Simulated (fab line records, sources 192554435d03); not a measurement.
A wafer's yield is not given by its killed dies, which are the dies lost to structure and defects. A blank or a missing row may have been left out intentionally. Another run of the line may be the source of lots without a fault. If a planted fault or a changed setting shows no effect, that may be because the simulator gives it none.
Chamber matching / flow n5Finfet / cmp-01 running N5_BEOL_M7_CMP_52: 4 sister chambers
The step polishes, stops on SiCOH lowk, t overpolish 6.9 s, target thk 80 nm. 8 wafers are shown with their chamber, then 9 later ones without.

## WAFERS PAIRED WITH THEIR CHAMBERS
wafer=L081.3; chamber=3; motorCurrentA (A)=6.4; timeToEndpointS (s)=64.9
wafer=L081.5; chamber=0; motorCurrentA (A)=4.7; timeToEndpointS (s)=65.5
wafer=L081.6; chamber=3; motorCurrentA (A)=6.1; timeToEndpointS (s)=64.1
wafer=L081.1; chamber=1; motorCurrentA (A)=6.2; timeToEndpointS (s)=62.7
wafer=L081.4; chamber=0; motorCurrentA (A)=4.6; timeToEndpointS (s)=67.0
wafer=L087.1; chamber=2; motorCurrentA (A)=5.6; timeToEndpointS (s)=64.3
wafer=L087.2; chamber=1; motorCurrentA (A)=6.3; timeToEndpointS (s)=63.5
wafer=L087.5; chamber=2; motorCurrentA (A)=5.7; timeToEndpointS (s)=64.1

## WAFERS WITHOUT THEIR CHAMBER
wafer=L094.1; motorCurrentA (A)=6.4; timeToEndpointS (s)=64.3
wafer=L094.4; motorCurrentA (A)=6.4; timeToEndpointS (s)=66.0
wafer=L094.5; motorCurrentA (A)=6.1; timeToEndpointS (s)=64.7
wafer=L096.2; motorCurrentA (A)=4.6; timeToEndpointS (s)=66.3
wafer=L096.3; motorCurrentA (A)=5.8; timeToEndpointS (s)=66.8
wafer=L096.4; motorCurrentA (A)=6.5; timeToEndpointS (s)=63.8
wafer=L096.1; motorCurrentA (A)=5.9; timeToEndpointS (s)=65.3
wafer=L096.5; motorCurrentA (A)=6.2; timeToEndpointS (s)=65.4
wafer=L096.6; motorCurrentA (A)=4.7; timeToEndpointS (s)=68.6

## WHICH CHAMBER EACH ONE RAN IN
wafer=L094.1; from the rows above=can't be placed: 3 or 1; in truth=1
wafer=L094.4; from the rows above=can't be placed: 3 or 1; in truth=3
wafer=L094.5; from the rows above=can't be placed: 3 or 1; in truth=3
wafer=L096.2; from the rows above=0; in truth=0
wafer=L096.3; from the rows above=can't be placed: 2 or 3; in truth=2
wafer=L096.4; from the rows above=can't be placed: 1 or 3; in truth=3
wafer=L096.1; from the rows above=can't be placed: 2 or 3 or 1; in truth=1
wafer=L096.5; from the rows above=3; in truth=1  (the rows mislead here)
wafer=L096.6; from the rows above=0; in truth=0
Placed correctly: 2 of 9. Not placeable from these rows: 6 (in 6, the candidates include the true chamber). Placed wrongly: 1.
How it was worked out, from the rows above alone: a wafer's distance from a chamber is the root of the sum, over the readings, of the square of ((its reading less the chamber's mean) divided by the reading's scatter). The wafer belongs to the nearest chamber; if the next one is less than 2 further off, it can't be placed. A chamber's mean is the mean of its shown wafers. The scatter is the square root of a quotient: the sum, over the shown wafers, of each reading's squared deviation from its chamber's mean, divided by wafers minus chambers.
